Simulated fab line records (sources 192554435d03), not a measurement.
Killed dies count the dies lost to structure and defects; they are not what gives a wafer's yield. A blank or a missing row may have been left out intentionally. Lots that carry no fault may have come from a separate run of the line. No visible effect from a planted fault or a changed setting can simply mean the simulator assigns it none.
fab line records	flow n5-finfet
[record] lots = 5	wafers = 15	last-day = 18
route steps=1938 shown BEOL_M10@1488 PASSIVATION@1936
lots that met no fault: taken from a fault-free run of the same line
start-h: the number of hours between the record's first day and the start of the first shown wafer of the lot	wait-h: how many hours have passed since the lot's step before this one	" identical to the entry in the row above	L1.1+2: several wafers, shown together as one row	- no value present, or no start provided	* or withheld: withheld	< > ~ a bound
route shown NAME@n: names a module that has steps shown in the file, with the first one's number in the route	usual: mean/standard deviation of fault-free wafers	same: alike in all rows	chamber/n: place in a boat	sites: readings site by site	_std_site: their standard deviation	_edge_site: mean of outer sites minus mean of inner sites	radius-mm: for every site, how far away it sits from the centre of the wafer	mask NAME#n: copy n	behind: tool/chamber where the wafer was last shaped	hold: why the lot went on hold/how many hours it stayed there/how the hold came to an end	device: the n, p or np transistor that did not switch	end of line: tests run on the same wafers once the route is complete	where a step has no rows: the recipe by itself	killed: dies that structure and defects cost at the first sort, which is not the same as the wafer's yield	map: the dies of a wafer, with x for killed, . for not killed, _ for no die there
set.NAME: the run value of the setting; set.NAME@STEP: its run value at that earlier step	model.NAME: the simulator's own value behind a step, which no gauge read
certain route steps with their lots: each step a table, each wafer a row
services: from which hour (start-h, from the record's first day; less than 0 if before it) a tool's chamber was out of use, for how many hours, and why
[[steps]]
[step N5_BEOL_M10_ETCH_62]
[recipe] chemistry = N2/H2	target = SOC	target-depth-a = 1100	overetch-a = 220	mask-material = SiARC	temp-c = 40	time-s = 165	ion-energy-ev = 200	pressure-mtorr = 30	source-w = 840	bias-w = 150	n2-flow-sccm = 200	h2-flow-sccm = 200
[usual] drypump-motor-current-A = 6.0/0.48	oes-product-au = 0.68/0.068	rf-vpp-V = 524.2/2.7	showerhead-plenum-p-Torr = 2.55/0.096	throttle-valve-pct = 17.76/0.26
lot.wafer	tool	chamber	start-h	wait-h	drypump-motor-current-A	oes-product-au	rf-hours-counter-h	rf-vpp-V	showerhead-plenum-p-Torr	throttle-valve-pct
L653.2	rie-diel-04	0	268.04	0.0	5.9	0.71	70	528.0	2.70	18.16
L653.3	"	3	"	"	5.8	0.77	20	528.6	2.71	17.16
L653.4	"	1	"	"	5.9	0.75	26	523.6	2.59	17.57
L657.2	rie-diel-02	2	276.33	0.0	5.9	0.81	16	522.2	2.47	17.31
L657.3	"	1	"	"	6.4	0.69	92	524.4	2.56	17.74
L657.4	"	0	"	"	5.8	0.60	218	520.7	2.39	17.66
L665.1	rie-diel-06	3	326.23	0.0	6.4	0.62	188	527.1	2.64	17.99
L665.4	"	2	"	"	4.9	0.80	11	522.2	2.51	17.72
L665.6	"	3	"	"	6.4	0.63	-	527.3	2.64	17.97
L670.1	rie-diel-04	0	368.46	0.1	5.9	0.68	107	527.8	2.68	18.22
L670.2	"	1	"	"	5.9	0.69	62	523.3	2.58	17.62
L670.3	"	0	"	"	5.9	0.68	-	526.9	2.68	18.23
L671.1	rie-diel-06	0	369.07	0.0	6.4	0.60	207	521.7	2.53	17.90
L671.4	"	2	"	"	4.9	0.77	26	522.4	2.50	17.75
L671.5	"	0	"	"	6.4	0.60	-	522.6	2.53	17.91
[step N5_BEOL_M10_STRIP_68]
[recipe] chemistry = N2/H2	temp-c = 40	n2-flow-sccm = 200	h2-flow-sccm = 200	rf-frequency-hz = 6e+07
[step N5_BEOL_M10_STRIP_67]
[recipe] chemistry = CF4	resist = SiARC	power-w = 300	bias-power-w = 75	pressure-mtorr = 50	cf4-flow-sccm = 150	rf-frequency-hz = 6e+07
[usual] bias-power-w = 74.99/0.22	drypump-motor-current-A = 6.0/0.48	oes-product-au = 0.80/0.08	rf-vpp-V = 271.3/1.5	showerhead-plenum-p-Torr = 1.80/0.064	throttle-valve-pct = 13.50/0.18
lot.wafer	tool	chamber	start-h	wait-h	bias-power-w	drypump-motor-current-A	oes-product-au	rf-hours-counter-h	rf-vpp-V	showerhead-plenum-p-Torr	throttle-valve-pct
L653.2	rie-diel-04	0	268.19	0.0	74.92	5.9	0.84	70	272.2	1.87	13.59
L653.3	"	3	"	"	74.91	5.8	0.91	20	273.5	1.92	13.07
L653.4	"	1	"	"	75.58	5.8	0.87	26	270.6	1.80	13.20
L657.2	rie-diel-02	2	276.48	0.0	74.47	5.8	0.95	16	270.4	1.77	13.29
L657.3	"	1	"	"	75.12	6.3	0.81	92	269.3	1.80	13.48
L657.4	"	0	"	"	74.65	5.8	0.70	218	268.3	1.71	13.62
L665.1	rie-diel-06	3	326.38	0.0	74.99	6.4	0.74	188	272.2	1.88	13.71
L665.4	"	2	"	"	75.02	4.9	0.94	11	270.4	1.76	13.18
L665.6	"	3	"	"	75.27	6.4	0.73	-	272.8	1.88	13.69
L670.1	rie-diel-04	0	368.67	0.0	75.08	5.9	0.80	108	272.4	1.86	13.68
L670.2	"	1	"	"	74.96	5.8	0.83	62	273.4	1.79	13.28
L670.3	"	0	"	"	74.89	5.9	0.80	-	273.9	1.86	13.67
L671.1	rie-diel-06	0	369.22	0.0	74.84	6.4	0.71	207	271.3	1.79	13.66
L671.4	"	2	"	"	74.83	4.9	0.90	26	268.8	1.76	13.21
L671.5	"	0	"	"	74.99	6.4	0.70	-	270.2	1.79	13.65
[step N5_BEOL_M10_HM_OPEN_17]
[recipe] chemistry = Cl2/BCl3	target-depth-a = 200	overetch-a = 60	target = TiN	mask-material = SOC	ion-energy-ev = 150	pressure-mtorr = 10	icp-w = 1000	bias-w = 126	Cl2_flow_sccm = 53.25	bcl3-flow-sccm = 21.75	Ar_flow_sccm = 25
[usual] drypump-motor-current-A = 5.7/0.42	oes-product-au = 0.71/0.091	throttle-valve-pct = 22.10/0.24
lot.wafer	tool	chamber	start-h	wait-h	drypump-motor-current-A	oes-product-au	rf-hours-counter-h	throttle-valve-pct
L653.2	rie-metal-02	0	268.23	0.0	5.8	0.77	9	22.17
L653.3	"	1	"	"	5.8	0.80	-	22.09
L653.4	"	0	"	"	5.8	0.77	-	22.16
L657.2	rie-metal-03	0	276.52	0.0	5.9	0.65	39	22.32
L657.3	"	1	"	"	5.4	0.78	-	22.23
L657.4	"	0	"	"	5.9	0.65	-	22.32
L665.1	rie-metal-03	1	326.42	0.0	5.3	0.76	7	22.24
L665.4	"	1	"	"	5.3	0.75	-	22.25
L665.6	"	0	"	"	5.9	0.64	-	22.31
L670.1	rie-metal-02	0	368.73	0.0	5.8	0.73	17	22.19
L670.2	"	1	"	"	5.8	0.73	10	22.14
L670.3	"	0	"	"	5.8	0.73	-	22.20
L671.1	rie-metal-03	1	369.26	0.0	5.3	0.73	12	22.25
L671.4	"	1	"	"	5.3	0.73	-	22.26
L671.5	"	1	"	"	5.3	0.73	-	22.26
[step N5_BEOL_M10_STRIP_19]
[recipe] chemistry = O2	power-w = 400	temp-c = 40	pressure-mtorr = 30	rf-frequency-hz = 6e+07	bias-power-w = 0	overash-fraction = 0.2	o2-flow-sccm = 225
[usual] drypump-motor-current-A = 6.0/0.46	oes-product-au = 0.82/0.094	rf-vpp-V = 3.6/0.63	showerhead-plenum-p-Torr = 2.10/0.071	throttle-valve-pct = 16.58/0.19
[same] bias-power-w = 0
lot.wafer	tool	chamber	start-h	wait-h	drypump-motor-current-A	oes-product-au	rf-hours-counter-h	rf-vpp-V	showerhead-plenum-p-Torr	throttle-valve-pct
L653.2	rie-diel-04	0	268.34	0.1	5.9	0.85	70	3.8	2.20	16.77
L653.3	"	2	"	"	6.0	0.80	109	2.8	2.18	16.60
L653.4	"	3	"	"	5.8	0.93	20	4.8	2.24	16.11
L657.2	rie-diel-02	0	276.63	0.1	5.8	0.69	218	3.6	2.01	16.75
L657.3	"	3	"	"	6.8	0.95	7	3.0	2.04	16.62
L657.4	"	2	"	"	5.8	0.95	16	4.3	2.05	16.34
L665.1	rie-diel-06	3	326.77	0.3	6.4	0.74	188	3.1	2.18	16.72
L665.4	"	0	"	"	6.4	0.70	192	2.5	2.08	16.55
L665.6	"	0	"	"	6.4	0.69	-	2.9	2.08	16.55
L670.1	rie-diel-06	1	368.87	0.1	5.7	0.74	163	3.4	2.02	16.67
L670.2	"	0	"	"	6.4	0.69	207	5.0	2.07	16.59
L670.3	"	2	"	"	4.9	0.91	26	3.0	2.07	16.45
L671.1	rie-diel-02	3	369.41	0.1	6.8	0.86	41	4.2	2.03	16.66
L671.4	"	2	"	"	5.8	0.88	-	3.3	2.04	16.39
L671.5	"	1	"	"	6.3	0.77	-	3.5	2.11	16.74
[step N5_BEOL_M10_CD_MEAS_18]
[recipe] pitch-nm = 140	target-cd-nm = 70
[usual] cd-nm = 70.3/0.76
lot.wafer	tool	chamber	start-h	wait-h	cd-nm
L653.2	cd-sem-01	-	268.41	0.1	70.5
L653.3	"	-	"	"	71.0
L653.4	"	-	"	"	69.7
L657.2	cd-sem-02	-	276.70	0.1	69.9
L657.3	"	-	"	"	69.5
L657.4	"	-	"	"	70.1
L665.1	cd-sem-03	-	326.84	0.0	71.2
L665.4	"	-	"	"	70.7
L665.6	"	-	"	"	70.3
L670.1	cd-sem-03	-	368.94	0.0	70.7
L670.2	"	-	"	"	71.4
L670.3	"	-	"	"	70.7
L671.1	cd-sem-03	-	369.48	0.0	69.2
L671.4	"	-	"	"	70.0
L671.5	"	-	"	"	68.7
[step N5_BEOL_M10_COAT_63]
[recipe] resist = SOC	temp-c = 250	time-s = 60	spin-rpm = 1500	resist-thk-nm = 100
[step N5_BEOL_M10_COAT_64]
[recipe] resist = SiARC	temp-c = 220	time-s = 60	spin-rpm = 1500	resist-thk-nm = 30
[step N5_BEOL_M10_COAT_22]
[recipe] resist = CAR-ArF	spin-rpm = 1500	resist-thk-nm = 90
[step N5_BEOL_M10_EBR_24]
[recipe] solvent = PGMEA	ebr-width-mm = 1.5
[step N5_BEOL_M10_SOFTBAKE_23]
[recipe] temp-c = 110	time-s = 60	resist = CAR-ArF
[step N5_BEOL_M10_EXPOSE_25]
[recipe] mask-id = V9	na = 1.35	source-shape = annular	sigma-inner = 0.5	sigma-outer = 0.8	polarization = unpolarized	dose-mj = 85.5
[step N5_BEOL_M10_PEB_26]
[recipe] peb-temp-c = withheld	peb-time-s = 60	resist = CAR-ArF
lot.wafer	tool	chamber	start-h	wait-h
L653.2+3+4	litho-track-01	0	270.74	0.1
L657.2+3+4	litho-track-04	0	277.05	0.1
L665.1+4+6	litho-track-01	0	327.25	0.1
L671.1+4+5	litho-track-05	0	371.04	0.1
L670.1+2+3	litho-track-04	0	371.31	0.1
[step N5_BEOL_M10_DEVELOP_27]
[recipe] develop-time-s = 30	developer = TMAH	resist = CAR-ArF	rinse-liquid = diw	dry = air-spin	dev-temp-c = 23
[step N5_BEOL_M10_CD_MEAS_28]
[recipe] target-cd-nm = 70	landing-energy-ev = 500	detector = se-inlens	polarity = opening
[usual] cd-nm = 69.5/1.2
[same] landing-energy-ev = 500
lot.wafer	tool	chamber	start-h	wait-h	cd-nm
L653.2	cd-sem-03	0	270.81	-	69.8
L653.3	"	0	"	"	70.5
L653.4	"	0	"	"	69.7
L657.2	cd-sem-02	0	277.11	-	69.2
L657.3	"	0	"	"	69.0
L657.4	"	0	"	"	69.0
L665.1	cd-sem-02	0	327.32	-	73.2
L665.4	"	0	"	"	73.0
L665.6	"	0	"	"	74.0
L671.1	cd-sem-01	0	371.11	-	71.2
L671.4	"	0	"	"	68.8
L671.5	"	0	"	"	70.6
L670.1	cd-sem-03	0	371.37	-	68.0
L670.2	"	0	"	"	67.4
L670.3	"	0	"	"	68.5
[step N5_BEOL_M10_OVL_MEAS_29]
[recipe] points-per-wafer = 44
[usual] V9_OVL = 0.0/0.56
lot.wafer	tool	chamber	start-h	wait-h	V9_OVL[nm]
L653.2	overlay-01	0	270.84	0.0	0.3
L653.3	"	0	"	"	0.4
L653.4	"	0	"	"	0.5
L657.2	overlay-02	0	277.14	0.0	0.2
L657.3	"	0	"	"	0.0
L657.4	"	0	"	"	-1.0
L665.1	overlay-02	0	327.35	0.0	-0.8
L665.4	"	0	"	"	-0.1
L665.6	"	0	"	"	0.3
L671.1	overlay-01	0	371.14	0.0	0.1
L671.4	"	0	"	"	-0.4
L671.5	"	0	"	"	-1.0
L670.1	overlay-02	0	371.40	0.0	0.2
L670.2	"	0	"	"	0.3
L670.3	"	0	"	"	-0.1
[step N5_PASSIVATION_PROBE_49]
[usual] defect-limited-yield = 91.5/1.4	killed_at_M0_to_M3 = 32/11	killed_at_M4_up = 12/4.4	killed-at-contacts = 13/6.1	killed-at-front-end = 39/12	killed-at-other = 3.9/3	killed-dies = 100/17	killed-open = 66/12	killed-short = 33/7.4	sort_bin_4_leakage = 0.03/0.14	sort_bin_5_function = 5.0/0.95	sort_bin_6_memory = 3.2/0.66	sort-n-pass = 1079/17	sort-yield-pct = 91.4/1.5
[same] gross-dies = 1180	killed-at-back-side = 0	sort_bin_8_speed[%] = 0
lot.wafer	tool	chamber	start-h	wait-h	defect-limited-yield[%]	killed_at_M0_to_M3	killed_at_M4_up	killed-at-contacts	killed-at-front-end	killed-at-other	killed-dies	killed-open	killed-short	sort_bin_4_leakage[%]	sort_bin_5_function[%]	sort_bin_6_memory[%]	sort-n-pass	sort-yield-pct[%]
L665.1	prober-02	-	378.23	0.0	91.1	35	18	8	40	4	105	56	46	0	5.3	3.0	1075	91.1
L665.4	prober-02	-	378.38	0.2	91.4	37	10	9	45	1	102	64	38	0	5.4	3.0	1078	91.4
L665.6	prober-02	-	378.48	0.3	90.3	45	12	4	50	3	114	69	44	0	5.7	3.6	1066	90.3
// killed by level:class
L665.1 FIN_SAQP:geometric-particle:short=12 FIN_SAQP:geometric-particle:open=8 MOL_CONTACT_COAG:geometric-particle:open=8 BEOL_M0_SAQP:geometric-particle:short=8 BEOL_M0_SAQP:geometric-particle:open=7 STI_FIN_REVEAL:geometric-particle:open=6 BEOL_M5:geometric-particle:open=6 BEOL_M1:geometric-particle:open=4
L665.4 STI_FIN_REVEAL:geometric-particle:open=13 FIN_SAQP:geometric-particle:short=11 MOL_CONTACT_COAG:geometric-particle:open=7 FIN_SAQP:geometric-particle:open=6 BEOL_M2:geometric-particle:open=6 BEOL_M0_SAQP:geometric-particle:open=5 BEOL_M1:geometric-particle:short=5 BEOL_M3:geometric-particle:open=5
L665.6 FIN_SAQP:geometric-particle:open=11 FIN_SAQP:geometric-particle:short=11 BEOL_M0_SAQP:geometric-particle:open=10 BEOL_M0_SAQP:geometric-particle:short=10 BEOL_M1:geometric-particle:open=6 BEOL_M2:geometric-particle:open=6 GATE_CUT:geometric-particle:open=5 BEOL_M3:geometric-particle:open=5
[[services]]
tool	chamber	start-h	hours	kind
litho-track-04	-	256.17	-	consumable-replace:filter
rie-diel-06	2	274.97	-	clean
rie-diel-06	2	274.97	-	consumable-replace:focus-ring
rie-diel-06	2	274.97	20.6	scheduled-down
rie-diel-06	2	274.97	20.6	vent-cycle
rie-metal-03	0	277.46	1.2	repair
rie-diel-06	-	279.75	0.6	repair
rie-metal-02	0	281.18	8.2	repair
litho-track-01	-	297.48	-	consumable-replace:filter
litho-track-05	-	315.33	-	consumable-replace:filter
litho-track-01	-	319.14	-	consumable-replace:filter
rie-metal-02	-	342.30	1.0	repair
rie-metal-02	-	349.32	1.4	pm
rie-diel-04	2	365.46	5.0	repair
rie-diel-02	0	366.23	-	clean
rie-diel-02	0	366.23	-	consumable-replace:focus-ring
rie-diel-02	0	366.23	18.5	scheduled-down
rie-diel-02	0	366.23	18.5	vent-cycle
[[key]]
[first-sign] step = N5_BEOL_M10_CD_MEAS_28	reading = cd-nm	direction = up	sigmas = 3.2	usual = 69.5	struck = 73.4
effect none on later readings
met-at N5_BEOL_M10_PEB_26
struck-wafers L665.1,L665.4,L665.6
onset-between 270.74 327.25
[fault] kind = process-parameter-drift	tool = litho-track-01	chamber = -	onset-h = 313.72	steps = N5_BEOL_M10_PEB_26	channel = peb-time-s	offset = *	shape = step	end-h = 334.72	scope = struck-wafers-only	acts-in = *	stated = *
